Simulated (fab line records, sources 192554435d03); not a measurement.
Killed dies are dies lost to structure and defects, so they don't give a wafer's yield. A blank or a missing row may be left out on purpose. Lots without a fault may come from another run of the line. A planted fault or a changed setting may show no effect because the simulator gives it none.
Chamber matching | flow n5_finfet | N5_BEOL_M3_STRIP_19 on rie_diel-03: 4 sister chambers
The step strips in O2. 8 wafers are shown with their chamber, then 7 later ones without.

WAFERS WITH THEIR CHAMBER
wafer  | chamber | drypump_motor_current_A (A) | oes_product_au (a.u.)
L077.1 | 0       | 5.39                        | 0.72
L077.2 | 3       | 5.24                        | 0.75
L078.1 | 0       | 5.37                        | 0.72
L078.4 | 3       | 5.25                        | 0.75
L078.5 | 2       | 5.50                        | 0.96
L078.6 | 1       | 6.22                        | 0.70
L081.1 | 1       | 6.22                        | 0.70
L081.3 | 2       | 5.50                        | 0.91

WAFERS WITHOUT THEIR CHAMBER
wafer  | drypump_motor_current_A (A) | oes_product_au (a.u.)
L081.6 | 6.26                        | 0.70
L092.1 | 5.36                        | 0.69
L092.2 | 5.24                        | 0.74
L092.4 | 5.37                        | 0.70
L091.1 | 6.24                        | 0.69
L091.4 | 5.25                        | 0.73
L091.5 | 5.39                        | 0.69

WHICH CHAMBER EACH WENT THROUGH
wafer  | from the rows above | in truth
L081.6 | 1                   | 1
L092.1 | 0                   | 0
L092.2 | 3                   | 3
L092.4 | 0                   | 0
L091.1 | 1                   | 1
L091.4 | 3                   | 3
L091.5 | 0                   | 0
Placed correctly: 7 of 7. Can't be placed from these rows: 0. Placed wrongly: 0.
How it was worked out, from the rows above alone: a wafer's distance from a chamber is the root of the sum, over the readings, of the square of ((its reading less the chamber's mean) divided by the reading's scatter). The wafer belongs to the nearest chamber; if the next one is less than 2 further off, it can't be placed. A chamber's mean is the mean of its shown wafers. The scatter: the root of (the sum of the squares of (reading less its chamber's mean) over the shown wafers, divided by (wafers less chambers)).
